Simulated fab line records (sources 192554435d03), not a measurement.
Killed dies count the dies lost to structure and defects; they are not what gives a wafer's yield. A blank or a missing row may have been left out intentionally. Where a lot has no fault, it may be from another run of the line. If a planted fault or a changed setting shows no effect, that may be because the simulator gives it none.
Which tool did it? | flow n5 finfet | 9 lots with 27 wafers sampled at 5 steps, on a route of 1938 steps

## WHAT EACH GAUGE READ, for each wafer
N5_BEOL_M4_RC_MEAS_101.
lot  | measured     | on        | DIBL_N (mV/V)  | DIBL_P (mV/V) | IOFF_N (nA/um) | IOFF_P (nA/um) | ION_N (uA/um) | ION_P (uA/um) | SS_N (mV/dec)  | SS_P (mV/dec)  | VT_N (mV)   | VT_P (mV)
L285 | day 7 22:32  | prober-02 | 37.0 43.5 39.5 | 35 44 38      | 0.16 0.32 0.22 | 0.21 0.42 0.29 | 680 733 692   | 467 500 479   | 71.0 72.7 71.5 | 73.8 76.2 73.5 | 249 242 244 | -249 -240 -245
L286 | day 9 09:14  | prober-02 | 36.1 37.3 37.3 | 36 37 38      | 0.15 0.18 0.18 | 0.20 0.23 0.24 | 674 681 689   | 469 471 474   | 70.7 71.8 71.7 | 72.6 74.1 73.8 | 250 247 246 | -248 -250 -248
L287 | day 8 21:05  | prober-01 | 38.3 37.2 35.4 | 40 38 36      | 0.22 0.19 0.16 | 0.36 0.28 0.26 | 695 691 682   | 487 478 481   | 72.9 72.2 72.0 | 73.0 73.6 73.0 | 242 245 248 | -239 -242 -243
L289 | day 10 00:55 | prober-02 | 32.8 35.5 34.9 | 32 35 34      | 0.11 0.15 0.14 | 0.14 0.19 0.16 | 648 673 696   | 457 457 462   | 70.1 70.9 72.1 | 72.0 72.6 73.0 | 253 249 250 | -255 -253 -255
L291 | day 10 16:34 | prober-01 | 32.3 36.5 33.2 | 32 38 33      | 0.10 0.17 0.11 | 0.15 0.23 0.16 | 669 687 665   | 465 472 458   | 70.9 71.7 70.6 | 71.4 72.6 71.4 | 255 248 251 | -253 -250 -252
L292 | day 10 14:48 | prober-02 | 38.0 36.2 37.5 | 36 36 36      | 0.17 0.13 0.17 | 0.23 0.22 0.21 | 672 671 683   | 461 461 460   | 72.2 71.8 72.0 | 73.8 72.7 73.7 | 249 255 249 | -250 -250 -252
L295 | day 11 11:39 | prober-01 | 35.7 35.9      | 35 37         | 0.15 0.18      | 0.22 0.26      | 678 695       | 470 484       | 71.1 71.2      | 72.9 72.8      | 249 246     | -248 -249
L305 | day 14 04:37 | prober-02 | 36.8 37.1 37.0 | 37 38 38      | 0.19 0.20 0.17 | 0.23 0.23 0.23 | 697 694 673   | 475 466 466   | 71.2 71.2 71.6 | 72.9 73.8 74.1 | 246 246 247 | -248 -253 -251
L306 | day 14 07:22 | prober-02 | 40.0 36.7 41.0 | 38 34 40      | 0.21 0.14 0.23 | 0.22 0.16 0.25 | 677 659 689   | 457 448 467   | 72.4 71.2 72.3 | 73.5 72.5 74.2 | 249 253 247 | -253 -257 -252

## EACH LOT AND THE TOOL THAT RAN IT (in order: tool; ch and the chambers of the sampled wafers; start)
lot  | N5_HKMG_FIN_ETCH_86               | N5_HKMG_FIN_STRIP_88                | N5_HKMG_FIN_STRIP_90              | N5_HKMG_FIN_STRIP_69
L285 | rie diel-06 ch 0,2,3, day 4 13:30 | plasma asher-01 ch 0, day 4 13:45   | rie diel-06 ch 0,1,3, day 4 14:38 | plasma asher-02 ch 0,1, day 4 14:56
L286 | rie diel-06 ch 0,3, day 4 14:19   | plasma asher-01 ch 0,1, day 4 14:41 | rie diel-06 ch 0,1,2, day 4 15:28 | plasma asher-01 ch 0,1, day 4 15:53
L287 | rie diel-01 ch 0,3, day 4 22:02   | plasma asher-02 ch 0,1, day 4 22:25 | rie diel-01 ch 0,1,2, day 4 23:10 | plasma asher-02 ch 0,1, day 4 23:35
L289 | rie diel-06 ch 2,3, day 5 19:46   | plasma asher-02 ch 0,1, day 5 20:01 | rie diel-01 ch 1,2, day 5 21:09   | plasma asher-02 ch 0,1, day 5 21:28
L291 | rie diel-04 ch 1,2, day 6 03:43   | plasma asher-01 ch 0,1, day 6 03:58 | rie diel-01 ch 0,2,3, day 6 04:51 | plasma asher-01 ch 0,1, day 6 05:08
L292 | rie diel-04 ch 0,1,2, day 6 04:01 | plasma asher-02 ch 0,1, day 6 04:16 | rie diel-04 ch 1,2, day 6 05:09   | plasma asher-02 ch 0,1, day 6 05:29
L295 | rie diel-06 ch 0,2,3, day 7 00:22 | plasma asher-02 ch 0,1, day 7 00:40 | rie diel-06 ch 0,1, day 7 01:38   | plasma asher-02 ch 0,1, day 7 01:55
L305 | rie diel-04 ch 0,2,3, day 9 16:21 | plasma asher-01 ch 0,1, day 9 16:37 | rie diel-06 ch 0,1,3, day 9 17:32 | plasma asher-01 ch 0,1, day 9 17:50
L306 | rie diel-06 ch 1,2,3, day 9 16:52 | plasma asher-02 ch 0,1, day 9 17:14 | rie diel-06 ch 2,3, day 9 18:01   | plasma asher-01 ch 0,1, day 9 18:32
- N5_HKMG_FIN_ETCH_86: etches SOC in N2/H2, stops on TiN, target depth 393.2 nm.
- N5_HKMG_FIN_STRIP_88: strips in N2/H2, time 360 s.
- N5_HKMG_FIN_STRIP_90: strips SOC in N2/H2, time 20 s.
- N5_HKMG_FIN_STRIP_69: strips in N2/H2, time 360 s.

## AS READ BY THE TOOLS THEMSELVES (means over the sampled wafers that have a number; for cases with no such wafer, the mark the record gives instead)
N5_HKMG_FIN_ETCH_86.
lot  | tool        | chamber pressure mTorr (mTorr) | drypump motor current A (A) | n2 flow sccm (sccm) | oes product au (a.u.) | rf fwd power W (W) | rf vpp V (V) | showerhead plenum p Torr (Torr) | throttle valve pct (%)
L285 | rie diel-06 | 29.990                         | 5.3                         | 199.5               | 0.85                  | 845.4              | 241.6        | 2.58                            | 17.59
L286 | rie diel-06 | 29.982                         | 5.1                         | 200.0               | 0.86                  | 843.7              | 240.4        | 2.55                            | 17.65
L287 | rie diel-01 | 30.009                         | 5.5                         | 199.6               | 0.81                  | 844.6              | 242.3        | 2.64                            | 17.88
L289 | rie diel-06 | 29.993                         | 5.3                         | 200.4               | 0.89                  | 845.5              | 240.0        | 2.52                            | 17.71
L291 | rie diel-04 | 29.994                         | 5.9                         | 200.2               | 0.71                  | 845.5              | 240.6        | 2.57                            | 17.77
L292 | rie diel-04 | 29.997                         | 5.9                         | 200.2               | 0.73                  | 841.8              | 239.8        | 2.54                            | 17.77
L295 | rie diel-06 | 30.015                         | 5.4                         | 200.2               | 0.82                  | 912.4              | 235.4        | 2.57                            | 17.64
L305 | rie diel-04 | 29.971                         | 5.7                         | 199.8               | 0.76                  | 844.9              | 239.6        | 2.48                            | 17.68
L306 | rie diel-06 | 29.985                         | 5.7                         | 199.8               | 0.84                  | 842.4              | 239.9        | 2.59                            | 17.70

N5_HKMG_FIN_STRIP_88.
lot  | tool            | drypump motor current A (A) | heater power w (W) | n2 flow sccm (sccm)
L285 | plasma asher-01 | 5.6                         | 548                | 1745
L286 | plasma asher-01 | 5.5                         | 520                | 1750
L287 | plasma asher-02 | 5.2                         | 409                | 1757
L289 | plasma asher-02 | 5.2                         | 418                | 1753
L291 | plasma asher-01 | 5.6                         | 537                | 1749
L292 | plasma asher-02 | 5.5                         | 414                | 1748
L295 | plasma asher-02 | 5.2                         | 419                | 1748
L305 | plasma asher-01 | 5.5                         | 519                | 1757
L306 | plasma asher-02 | 5.2                         | 417                | 1751

N5_HKMG_FIN_STRIP_90.
lot  | tool        | chamber pressure mTorr (mTorr) | drypump motor current A (A) | n2 flow sccm (sccm) | oes product au (a.u.) | rf vpp V (V) | showerhead plenum p Torr (Torr) | throttle valve pct (%)
L285 | rie diel-06 | 50.00                          | 5.5                         | 300.0               | 0.81                  | 54.2         | 3.32                            | 18.9
L286 | rie diel-06 | 50.00                          | 5.8                         | 300.2               | 0.81                  | 54.1         | 3.36                            | 18.8
L287 | rie diel-01 | 49.98                          | 5.4                         | 300.0               | 0.84                  | 54.2         | 3.38                            | 19.0
L289 | rie diel-01 | 50.02                          | 5.5                         | 300.4               | 0.84                  | 54.4         | 3.28                            | 18.8
L291 | rie diel-01 | 49.96                          | 5.7                         | 299.7               | 0.82                  | 53.8         | 3.39                            | 19.2
L292 | rie diel-04 | 50.00                          | 6.0                         | 300.0               | 0.71                  | 55.2         | 3.39                            | 19.1
L295 | rie diel-06 | 50.00                          | 5.6                         | 300.8               | 0.80                  | 54.1         | 3.51                            | 18.6
L305 | rie diel-06 | 49.98                          | 5.5                         | 300.2               | 0.82                  | 54.5         | 3.43                            | 18.9
L306 | rie diel-06 | 49.99                          | 5.6                         | 299.7               | 0.86                  | 54.2         | 3.36                            | 19.1

N5_HKMG_FIN_STRIP_69.
lot  | tool            | drypump motor current A (A) | heater power w (W) | n2 flow sccm (sccm)
L285 | plasma asher-02 | 5.5                         | 421                | 1748
L286 | plasma asher-01 | 5.6                         | 528                | 1755
L287 | plasma asher-02 | 5.5                         | 415                | 1750
L289 | plasma asher-02 | 5.2                         | 421                | 1756
L291 | plasma asher-01 | 5.5                         | 521                | 1754
L292 | plasma asher-02 | 5.5                         | 423                | 1747
L295 | plasma asher-02 | 5.2                         | 413                | 1752
L305 | plasma asher-01 | 5.6                         | 534                | 1750
L306 | plasma asher-01 | 5.6                         | 533                | 1747

## THE ANSWER, worked out from the rows above alone
Rule: what is usual is taken from the lots themselves. The widest of any qualifying gaps counts: lots, ordered by their means at a reading, are off when they make up no more than a third of the lots, leave a main group of 4 or more, and stand apart from it by 3 or more times the standard deviation of that group's means. A main group is skipped when, at the precision printed for the reading in the tables above, its means are all equal. A lot without any number at a reading at which 4 lots or more have one is off too. The other lots that the step has rows for count as sound. First the gauges in route order, then the tools' own readings, where a lot's mean is used as printed above. At the first step where some lot is off, the reading lying furthest off is the one used; lots without a number count as furthest.
Off: L295 (N5_HKMG_FIN_ETCH_86, rf fwd power W). The main group: mean 844.2 W, standard deviation 1.4.
If a tool, at that step or one of the process steps before it, ran each lot that is off and ran no sound lot following the first of them, it fits. Not one of the candidates tried fits.

## WHAT THE SIMULATOR PUT IN
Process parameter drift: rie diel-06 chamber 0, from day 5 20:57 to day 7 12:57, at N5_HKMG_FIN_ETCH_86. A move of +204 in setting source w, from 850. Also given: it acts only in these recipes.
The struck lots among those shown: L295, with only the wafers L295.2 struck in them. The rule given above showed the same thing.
